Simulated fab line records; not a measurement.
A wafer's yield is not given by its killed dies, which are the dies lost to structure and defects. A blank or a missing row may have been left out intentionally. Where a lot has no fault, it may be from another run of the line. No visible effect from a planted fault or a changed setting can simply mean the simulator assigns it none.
Chamber matching    flow n5 finfet    N5_BEOL_M3_PECVD_72 on pecvd-04 has 3 sister chambers
The step deposits SiO2 from TEOS/O2, target thk 16 nm, time 18 s. 6 wafers are shown with their chamber, then 12 later ones without.

EACH WAFER AND ITS CHAMBER
wafer   chamber  throttle valve pct (%)  showerhead plenum p Torr (Torr)
L088.4  0        22.7                    8.73
L088.5  2        21.2                    8.78
L088.6  1        23.4                    8.67
L090.2  2        20.9                    8.79
L090.3  1        23.6                    8.67
L090.6  0        22.9                    8.73

WAFERS WHOSE CHAMBER IS MISSING
wafer   throttle valve pct (%)  showerhead plenum p Torr (Torr)
L091.3  21.0                    8.78
L091.4  22.9                    8.73
L091.6  21.1                    8.78
L092.3  22.7                    8.74
L092.5  23.4                    8.69
L092.6  22.9                    8.70
L095.1  21.3                    8.82
L095.3  22.7                    8.74
L095.6  21.0                    8.80
L096.1  22.6                    8.73
L096.5  21.3                    8.81
L096.6  22.4                    8.74

WHICH CHAMBER EACH WENT THROUGH
wafer   from the rows above      in truth
L091.3  2                        2
L091.4  0                        0
L091.6  2                        2
L092.3  0                        0
L092.5  1                        1
L092.6  can't be placed: 0 or 1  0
L095.1  2                        2
L095.3  0                        0
L095.6  2                        2
L096.1  0                        0
L096.5  2                        2
L096.6  0                        0
Correct placement for 11 of the 12. Can't be placed from these rows: 1 (the true chamber is among the candidates in 1). Wrongly placed: 0.
How it was worked out, from the rows above alone: a wafer's distance from a chamber is the root of the sum, over the readings, of the square of ((its reading less the chamber's mean) divided by the reading's scatter). The wafer belongs to the nearest chamber; if the next one is less than 2 further off, it can't be placed. Each chamber's mean is taken over the wafers shown for it. The scatter: the root of (the sum of the squares of (reading less its chamber's mean) over the shown wafers, divided by (wafers less chambers)).
